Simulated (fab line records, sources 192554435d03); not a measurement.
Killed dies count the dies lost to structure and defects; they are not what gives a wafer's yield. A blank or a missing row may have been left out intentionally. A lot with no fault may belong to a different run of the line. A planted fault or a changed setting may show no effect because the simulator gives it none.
Chamber matching / flow n5_finfet / pecvd-04 running N5_PASSIVATION_PECVD_35: 3 sister chambers
The step deposits SiNx from SiH4/NH3/N2, target thk 700 nm, time 151.3 s. 20 wafers are shown with their chamber, then 10 later ones without.

== EACH WAFER AND ITS CHAMBER ==
wafer=L074.2; chamber=2; throttle_valve_pct (%)=28.0; showerhead_plenum_p_Torr (Torr)=8.65; heater_power_w (W)=456
wafer=L074.3; chamber=1; throttle_valve_pct (%)=31.3; showerhead_plenum_p_Torr (Torr)=8.78; heater_power_w (W)=363
wafer=L074.4; chamber=1; throttle_valve_pct (%)=30.9; showerhead_plenum_p_Torr (Torr)=8.78; heater_power_w (W)=389
wafer=L078.2; chamber=1; throttle_valve_pct (%)=31.5; showerhead_plenum_p_Torr (Torr)=8.75; heater_power_w (W)=280
wafer=L078.5; chamber=2; throttle_valve_pct (%)=28.0; showerhead_plenum_p_Torr (Torr)=8.65; heater_power_w (W)=309
wafer=L078.6; chamber=0; throttle_valve_pct (%)=27.9; showerhead_plenum_p_Torr (Torr)=8.74; heater_power_w (W)=541
wafer=L076.1; chamber=2; throttle_valve_pct (%)=28.0; showerhead_plenum_p_Torr (Torr)=8.64; heater_power_w (W)=479
wafer=L076.2; chamber=0; throttle_valve_pct (%)=27.6; showerhead_plenum_p_Torr (Torr)=8.74; heater_power_w (W)=420
wafer=L076.4; chamber=1; throttle_valve_pct (%)=31.5; showerhead_plenum_p_Torr (Torr)=8.78; heater_power_w (W)=365
wafer=L081.3; chamber=0; throttle_valve_pct (%)=27.9; showerhead_plenum_p_Torr (Torr)=8.73; heater_power_w (W)=460
wafer=L081.4; chamber=0; throttle_valve_pct (%)=28.0; showerhead_plenum_p_Torr (Torr)=8.74; heater_power_w (W)=498
wafer=L081.5; chamber=1; throttle_valve_pct (%)=31.2; showerhead_plenum_p_Torr (Torr)=8.75; heater_power_w (W)=254
wafer=L085.1; chamber=1; throttle_valve_pct (%)=31.2; showerhead_plenum_p_Torr (Torr)=8.76; heater_power_w (W)=296
wafer=L085.3; chamber=2; throttle_valve_pct (%)=28.2; showerhead_plenum_p_Torr (Torr)=8.68; heater_power_w (W)=435
wafer=L085.6; chamber=2; throttle_valve_pct (%)=28.3; showerhead_plenum_p_Torr (Torr)=8.65; heater_power_w (W)=450
wafer=L087.2; chamber=0; throttle_valve_pct (%)=27.9; showerhead_plenum_p_Torr (Torr)=8.73; heater_power_w (W)=502
wafer=L087.3; chamber=1; throttle_valve_pct (%)=31.4; showerhead_plenum_p_Torr (Torr)=8.77; heater_power_w (W)=292
wafer=L087.4; chamber=2; throttle_valve_pct (%)=28.3; showerhead_plenum_p_Torr (Torr)=8.66; heater_power_w (W)=387
wafer=L086.1; chamber=2; throttle_valve_pct (%)=28.3; showerhead_plenum_p_Torr (Torr)=8.66; heater_power_w (W)=435
wafer=L086.2; chamber=0; throttle_valve_pct (%)=27.9; showerhead_plenum_p_Torr (Torr)=8.71; heater_power_w (W)=417

SIGNATURES, as means of the wafers listed above
reading=throttle_valve_pct; chamber 0=27.867; chamber 1=31.286; chamber 2=28.157; scatter within a chamber=0.171
reading=showerhead_plenum_p_Torr; chamber 0=8.7317; chamber 1=8.7671; chamber 2=8.6557; scatter within a chamber=0.0128
reading=heater_power_w; chamber 0=473.00; chamber 1=319.86; chamber 2=421.57; scatter within a chamber=53
Rule: a wafer's distance from a chamber is the root of the sum, over the readings, of the square of ((its reading less the chamber's mean) divided by the reading's scatter). If the next closest chamber is less than 2 further off than the closest, the wafer can't be placed; otherwise it belongs to the closest. How the scatter is found: for the shown wafers, subtract from each reading the mean of its chamber, square and add these, divide the total by (wafers less chambers), then take the root.

== WAFERS WITHOUT THEIR CHAMBER ==
wafer=L086.5; throttle_valve_pct (%)=28.3; showerhead_plenum_p_Torr (Torr)=8.66; heater_power_w (W)=461
wafer=L090.1; throttle_valve_pct (%)=31.5; showerhead_plenum_p_Torr (Torr)=8.77; heater_power_w (W)=357
wafer=L090.3; throttle_valve_pct (%)=27.7; showerhead_plenum_p_Torr (Torr)=8.71; heater_power_w (W)=497
wafer=L090.6; throttle_valve_pct (%)=31.7; showerhead_plenum_p_Torr (Torr)=8.78; heater_power_w (W)=250
wafer=L092.3; throttle_valve_pct (%)=27.6; showerhead_plenum_p_Torr (Torr)=8.73; heater_power_w (W)=504
wafer=L092.4; throttle_valve_pct (%)=31.4; showerhead_plenum_p_Torr (Torr)=8.78; heater_power_w (W)=371
wafer=L092.6; throttle_valve_pct (%)=27.4; showerhead_plenum_p_Torr (Torr)=8.73; heater_power_w (W)=544
wafer=L094.4; throttle_valve_pct (%)=31.6; showerhead_plenum_p_Torr (Torr)=8.77; heater_power_w (W)=245
wafer=L094.5; throttle_valve_pct (%)=28.0; showerhead_plenum_p_Torr (Torr)=8.74; heater_power_w (W)=555
wafer=L094.6; throttle_valve_pct (%)=27.2; showerhead_plenum_p_Torr (Torr)=8.66; heater_power_w (W)=415

== WHICH CHAMBER EACH WENT THROUGH ==
wafer=L086.5; from the rows above=2; in truth=2
wafer=L090.1; from the rows above=1; in truth=1
wafer=L090.3; from the rows above=0; in truth=0
wafer=L090.6; from the rows above=1; in truth=1
wafer=L092.3; from the rows above=0; in truth=0
wafer=L092.4; from the rows above=1; in truth=1
wafer=L092.6; from the rows above=0; in truth=0
wafer=L094.4; from the rows above=1; in truth=1
wafer=L094.5; from the rows above=0; in truth=0
wafer=L094.6; from the rows above=can't be placed: 2 or 0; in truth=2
Correct placement for 9 of the 10. Not placeable from these rows: 1 (in 1, the candidates include the true chamber). Wrongly placed: 0.
